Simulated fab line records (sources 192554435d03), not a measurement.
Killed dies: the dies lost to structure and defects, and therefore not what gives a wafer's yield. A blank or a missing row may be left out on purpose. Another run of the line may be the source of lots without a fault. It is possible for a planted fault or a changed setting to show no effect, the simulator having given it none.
A struck lot beside a sound one || flow n5 finfet || 16 out of 1938 route steps
Sound: the wafers L930.3, L930.5, L930.6. Struck: wafer L943.2; the same lot's L943.5 was not struck, so it is left out; see the end for the cause.
Each step with rows lists, per side, the tool, then ch with its chambers, then its first start. Under that, the readings that differ: sound wafers || struck wafers || difference of the means || sigmas: that difference in standard deviations of wafers without a fault.
alike: a reading whose means differ by less than 2 such deviations, as well as words and numbers matching on both sides. not compared: withheld readings; readings where some wafer has no value; bounds like >300 that might hide an equal value; numbers whose values overlap and for which the record gives no deviation.
Wherever a step has rows on one side only, a row that says differs or no value, or a row with sigmas, the two part there. Numbers that don't overlap but have no deviation are shown without sigmas and don't part them. A reading that every wafer of one side lacks parts them only if that side has two wafers or more.

N5_BEOL_M1_ETCH_41: etches SiCN in CH3F/O2, target depth 31.9 nm, time 57.8 s.
  sound: rie diel-06 ch 1,2,3; struck: rie diel-02 ch 0
{"reading": "drypump motor current A (A)", "sound": "5.8 5.7 6.0", "struck": 6.6, "difference": "+0.8", "sigmas": "+2"}
{"reading": "rf vpp V (V)", "sound": "297.3 298.4 299.7", "struck": 293.4, "difference": -5.1, "sigmas": -4}
{"reading": "showerhead plenum p Torr (Torr)", "sound": "2.06 2.06 2.09", "struck": 1.89, "difference": -0.18, "sigmas": -3}
  alike: oes product au, throttle valve pct
  not compared: rf hours counter h
N5_BEOL_M1_STRIP_97: strips in N2/H2, time 10 s.
  sound: rie diel-06 ch 1,2,3; struck: rie diel-02 ch 0
{"reading": "showerhead plenum p Torr (Torr)", "sound": "2.61 2.63 2.65", "struck": 2.41, "difference": -0.22, "sigmas": -3}
  alike: drypump motor current A, oes product au, rf vpp V, throttle valve pct
  not compared: rf hours counter h
N5_BEOL_M1_OCD_MEAS_38:
  struck on ocd-01, day 10 10:52; sound on ocd-02, day 7 18:47
  alike: trench depth nm
then, 4 steps without rows for these wafers: N5_BEOL_M1_HM_STRIP_39 (strips TiN in peroxide tin strip, target depth 25 nm, time 158 s); N5_BEOL_M1_SRD_40 (time 30 s); N5_BEOL_M1_PRECLEAN_42 (cleans in residue remover, time 60 s); N5_BEOL_M1_SRD_43 (time 30 s).
N5_BEOL_M1_CD_MEAS_35: target cd 18 nm, target cd y 21 nm.
  struck on cd sem-02, day 10 11:01; sound on cd sem-03, day 7 18:56
  alike: cd nm
N5_BEOL_M1_DEGAS_44: time 60 s.
  struck on pvd sputter-03, day 10 11:13; sound on pvd sputter-03, day 7 19:39
  alike: heater power w
N5_BEOL_M1_PRE_CLEAN_45: time 30 s.
  struck on pvd sputter-03, day 10 11:16; sound on pvd sputter-03, day 7 19:41
  alike: heater power w
N5_BEOL_M1_ALD_84: deposits TaN, pulse time 2 s, purge time 3 s, co reactant purge time 2 s.
  sound on ald metal-04 ch 1,2, day 7 19:45; struck on ald metal-01 ch 2, day 10 11:20
  alike: heater power w
after that, 1 step had no rows for these wafers: N5_BEOL_M1_SURFACE_TREAT_85.
N5_BEOL_M1_CVD_47: deposits Co from CCTBA/H2, target thk 3 nm, time 223.8 s.
  sound on cvd co-02 ch 0,2, day 7 20:07; struck on cvd co-01 ch 1, day 10 11:41
{"reading": "run length s (s)", "sound": "245.9 245.8 246.8", "struck": 373.9, "difference": "+127.7", "sigmas": "+99 or more"}
then, 1 step without rows for these wafers: N5_BEOL_M1_SPUTTER_48 (material Cu, target thk 4.5 nm, time 8.29 s).
N5_BEOL_M4_RC_MEAS_101:
  sound on prober-02 ch 0, day 9 15:17; struck on prober-01 ch 0, day 12 11:23
  alike: DIBL_N, DIBL_P, IOFF_N, IOFF_P, ION_N, ION_P, SS_N, SS_P, VT_N, VT_P
-- the record jumps here: 4 days lie between the struck wafers' starts before and after (it left off in module BEOL_M4 and takes up again in module PASSIVATION, whose first step shown is number 1936 of the route) --
N5_PASSIVATION_PROBE_49:
  struck on prober-01, day 16 19:44; sound on prober-01, day 14 04:37
{"reading": "killed at other", "sound": "8 15 17", "struck": 2, "difference": -11, "sigmas": -3}
  alike: defect limited yield, killed_at_M0_to_M3, killed_at_M4_up, killed at contacts, killed at front end, killed dies, killed open, killed short, sort_bin_5_function, sort_bin_6_memory, sort n pass, sort yield pct

## WHERE THEY PART
At N5_BEOL_M1_ETCH_41 first; at N5_PASSIVATION_PROBE_49 last (within this record only).

WHY: what had been put in by the simulator
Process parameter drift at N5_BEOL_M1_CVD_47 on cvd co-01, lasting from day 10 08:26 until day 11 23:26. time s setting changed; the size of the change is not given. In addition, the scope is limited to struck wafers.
